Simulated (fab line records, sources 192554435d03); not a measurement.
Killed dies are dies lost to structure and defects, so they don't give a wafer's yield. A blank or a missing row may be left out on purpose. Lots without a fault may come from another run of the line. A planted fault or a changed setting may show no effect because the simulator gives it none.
A struck lot beside a sound one | flow n5_finfet | 14 steps out of a route of 1938
Sound: wafers L163.1, L163.2, L163.3. Struck: wafers L168.3, L168.5, L168.6. The cause comes at the end.
At each step with rows: each side's tool, then ch and its chambers, then its first start. Under that, the readings that differ: sound wafers | struck wafers | difference of the means | sigmas: that difference in standard deviations of wafers without a fault.
alike: readings whose means differ by less than 2 such deviations, and words and numbers that are the same on both sides. not compared: withheld readings, readings that some wafer has no value for, bounds like >300 that may hide the same value, and numbers for which the record gives no deviation and whose values overlap.
The two part at a step that has a row with sigmas, a row that says differs or no value, or rows on one side only. Numbers that don't overlap but have no deviation are shown without sigmas and don't part them. A reading that every wafer of one side lacks parts them only if that side has two wafers or more.

N5_BEOL_M2_STRIP_66: strips in CF4.
  sound on rie_diel-02 ch 0,2,3, day 7 20:01; struck on rie_diel-01 ch 0,2,3, day 8 19:10
  reading      | sound             | struck            | difference | sigmas
  rf_vpp_V (V) | 269.7 270.5 268.7 | 274.3 273.4 273.3 | +4.0       | +3
  alike: drypump_motor_current_A, oes_product_au, showerhead_plenum_p_Torr, throttle_valve_pct
  not compared: rf_hours_counter_h
N5_BEOL_M2_HM_OPEN_17: chemistry Cl2/BCl3, target TiN, target depth 20 nm, overetch 6 nm.
  sound on rie_metal-01 ch 1, day 7 20:04; struck on rie_metal-01 ch 0,1, day 8 19:14
  alike: bias_w, drypump_motor_current_A, mfc_ar_sccm, oes_product_au, throttle_valve_pct
  not compared: rf_hours_counter_h
N5_BEOL_M2_STRIP_19: strips in O2.
  sound on rie_diel-02 ch 0,2,3, day 7 20:16; struck on rie_diel-04 ch 0,2,3, day 8 19:19
  alike: drypump_motor_current_A, oes_product_au, rf_vpp_V, showerhead_plenum_p_Torr, throttle_valve_pct
  not compared: rf_hours_counter_h
N5_BEOL_M2_CD_MEAS_18: pitch 36 nm, target cd 18 nm.
  sound on cd_sem-02, day 7 20:20; struck on cd_sem-02, day 8 19:24
  alike: cd_nm
then, 8 steps without rows for these wafers: N5_BEOL_M2_COAT_67 (time 60 s, resist thk 60 nm); N5_BEOL_M2_COAT_68 (time 60 s, resist thk 12 nm); N5_BEOL_M2_COAT_76 (time 60 s, resist thk 5 nm); N5_BEOL_M2_COAT_22 (resist thk 30 nm); N5_BEOL_M2_EBR_24; N5_BEOL_M2_SOFTBAKE_23 (time 60 s); N5_BEOL_M2_EXPOSE_25 (exposes mask V1, defocus 5 nm); N5_BEOL_M2_PEB_26 (peb time 60 s).
N5_BEOL_M2_DEVELOP_27: develop time 30 s.
  sound on litho_track-04 ch 0, day 7 20:35; struck on litho_track-05, day 8 19:47
  no value came back on the struck wafers for chill_plate_temp_C (C), develop_time_s (s), exhaust_pa (Pa); on the sound wafers chill_plate_temp_C (C) reads 22.94 22.83 22.88
  reading                                      | sound          | struck   | difference | sigmas
  model.CAR-EUV_of_BEOL_M2_COAT_22.thk_nm (nm) | 29.6 29.6 29.6 | 30 30 30 | +0         |
N5_BEOL_M2_CD_MEAS_28: target cd 26.2 nm, target cd y 24.1 nm.
  sound on cd_sem-01 ch 0, day 7 20:39; struck on cd_sem-03 ch 0, day 8 19:51
  reading    | sound             | struck | difference                    | sigmas
  cd_nm (nm) | 25.86 26.26 26.12 | - - -  | no value on the struck wafers |

WHERE THEY PART
First at N5_BEOL_M2_STRIP_66; last, within this record, at N5_BEOL_M2_CD_MEAS_28.

WHY: what the simulator had put in
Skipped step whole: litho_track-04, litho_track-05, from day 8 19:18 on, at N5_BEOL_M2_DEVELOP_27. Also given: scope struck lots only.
